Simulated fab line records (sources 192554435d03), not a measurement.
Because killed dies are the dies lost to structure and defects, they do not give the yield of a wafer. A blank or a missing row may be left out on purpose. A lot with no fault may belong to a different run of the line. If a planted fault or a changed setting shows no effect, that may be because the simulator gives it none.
One fault seen from 2 desks	flow n5-finfet	what lay behind the numbers comes last; until then each desk has only its own

== TOOL OWNER'S DESK, epi-rpcvd-04 ==
The tool's own readings at N5_PMOS_HMC_CHANNEL_EPI_EPI_20 (deposits SiGe30, target thk 59 nm): means of the sampled wafers that have a number, for each lot that ran on this tool. Marked OUT: a lot whose mean sits more than 4 standard deviations from the usual mean, which makes it out of limits; the brackets give that distance.
Columns: A = susceptor_temp_C_max at N5_PMOS_HMC_CHANNEL_EPI_EPI_20, usual 601.7
lot	first seen here	A
L256	day 4 18:30	601.1
L257	day 5 00:22	600.8
L267	day 7 12:05	600.9
This desk's verdict: no lot among the 3 shows anything out of limits.

== FROM THE METROLOGY DESK ==
What the gauges read, lot by lot, whatever tool the lot ran on: means of the sampled wafers that have a number. Marked OUT: a lot whose mean sits more than 4 standard deviations from the usual mean, which makes it out of limits; the brackets give that distance. It has 12 readings; the 7 that lie furthest out on some lot are the ones shown.
Columns: A = DIBL_P at N5_BEOL_M4_RC_MEAS_101, usual 38 mV/V; B = IOFF_P at N5_BEOL_M4_RC_MEAS_101, usual 0.25 nA/um; C = IOFF_P_LONG at N5_BEOL_M4_RC_MEAS_101, usual 0.000107 nA/um; D = ION_P at N5_BEOL_M4_RC_MEAS_101, usual 467 uA/um; E = SS_P at N5_BEOL_M4_RC_MEAS_101, usual 73.7 mV/dec; F = VT_P at N5_BEOL_M4_RC_MEAS_101, usual -248 mV; G = VT_P_LONG at N5_BEOL_M4_RC_MEAS_101, usual -274.2 mV
lot	first seen here	A	B	C	D	E	F	G
L245	day 10 12:04	39	0.23	0.000107	458	73.5	-250	-273.9
L246	day 11 05:18	35	0.23	0.000119	470	73.0	-248	-271.0
L256	day 13 12:31	38	0.35	0.000142	487	73.8	-238	-265.0
L258	day 14 04:21	40	0.28	0.000092	472	74.0	-248	-278.3
L257	day 14 11:16	33	0.25	0.000135	479	72.9	-243	-266.5
L261	day 14 14:53	40	0.31	0.000115	476	74.1	-243	-271.8
L263	day 15 12:39	38	0.21	0.000086	461	73.5	-252	-281.6
L264	day 15 15:13	36	0.20	0.000111	459	73.4	-252	-274.1
L262	day 15 15:47	35	0.20	0.000103	461	72.3	-251	-275.1
L267	day 16 15:21	41	0.30	0.000106	472	74.6	-245	-275.2
This desk's verdict: no lot among the 10 shows anything out of limits.

== PUT TOGETHER ==
The desk of the tool owner found nothing out of limits.
The metrology desk saw nothing out of limits.

== WHAT THE SIMULATOR HAD INSERTED ==
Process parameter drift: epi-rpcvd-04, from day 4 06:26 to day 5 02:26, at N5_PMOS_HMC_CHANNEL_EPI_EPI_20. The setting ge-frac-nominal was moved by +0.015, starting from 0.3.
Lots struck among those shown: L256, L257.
